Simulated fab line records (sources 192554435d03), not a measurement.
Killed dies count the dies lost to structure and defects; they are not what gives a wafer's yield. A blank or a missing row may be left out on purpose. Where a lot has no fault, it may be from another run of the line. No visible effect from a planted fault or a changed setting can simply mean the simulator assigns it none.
Matching of chambers | flow n5Finfet | cmp-03 running N5_PMOS_HMC_CHANNEL_EPI_CMP_21: 4 sister chambers
The step polishes SiGe30, target thk 54 nm. 8 wafers are shown with their chamber, then 10 later ones without.

WAFERS WITH THEIR CHAMBER
wafer  | chamber | motorCurrentA (A) | edgeZonePressureFrac
L085.1 | 2       | 11.9              | 0.997
L085.2 | 1       | 12.5              | 0.997
L087.5 | 3       | 12.8              | 0.996
L090.3 | 1       | 11.0              | 1.005
L090.4 | 0       | 12.1              | 1.001
L090.6 | 0       | 12.6              | 1.008
L092.1 | 3       | 13.8              | 1.008
L092.3 | 2       | 12.7              | 1.004

WAFERS WITH NO CHAMBER GIVEN
wafer  | motorCurrentA (A) | edgeZonePressureFrac
L092.4 | 11.5              | 0.997
L093.1 | 12.6              | 1.001
L093.4 | 12.2              | 1.004
L093.6 | 11.1              | 0.997
L095.3 | 12.2              | 1.005
L095.5 | 12.9              | 1.002
L095.6 | 12.0              | 1.002
L096.1 | 12.4              | 1.001
L096.4 | 11.9              | 1.000
L096.5 | 12.2              | 1.005

CHAMBER TAKEN BY EACH
wafer  | from the rows above               | in truth
L092.4 | can't be placed: 1 or 2 or 0 or 3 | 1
L093.1 | can't be placed: 2 or 0 or 3 or 1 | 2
L093.4 | can't be placed: 0 or 2 or 1 or 3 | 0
L093.6 | can't be placed: 1 or 2 or 0      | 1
L095.3 | can't be placed: 0 or 2 or 1 or 3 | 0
L095.5 | can't be placed: 3 or 0 or 2 or 1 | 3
L095.6 | can't be placed: 1 or 2 or 0 or 3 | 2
L096.1 | can't be placed: 2 or 0 or 1 or 3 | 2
L096.4 | can't be placed: 1 or 2 or 0 or 3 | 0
L096.5 | can't be placed: 0 or 2 or 1 or 3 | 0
Correct placement for 0 of the 10. These rows do not allow placing 10 (true chamber among the candidates in 10). Placed wrongly: 0.
How it was worked out, from the rows above alone: a wafer's distance from a chamber is the root of the sum, over the readings, of the square of ((its reading less the chamber's mean) divided by the reading's scatter). If the next closest chamber is less than 2 further off than the closest, the wafer can't be placed; otherwise it belongs to the closest. A chamber's mean is the mean of its shown wafers. The scatter: take each reading less its chamber's mean, square it, sum over the shown wafers, divide by the number of wafers less the number of chambers, and take the root.
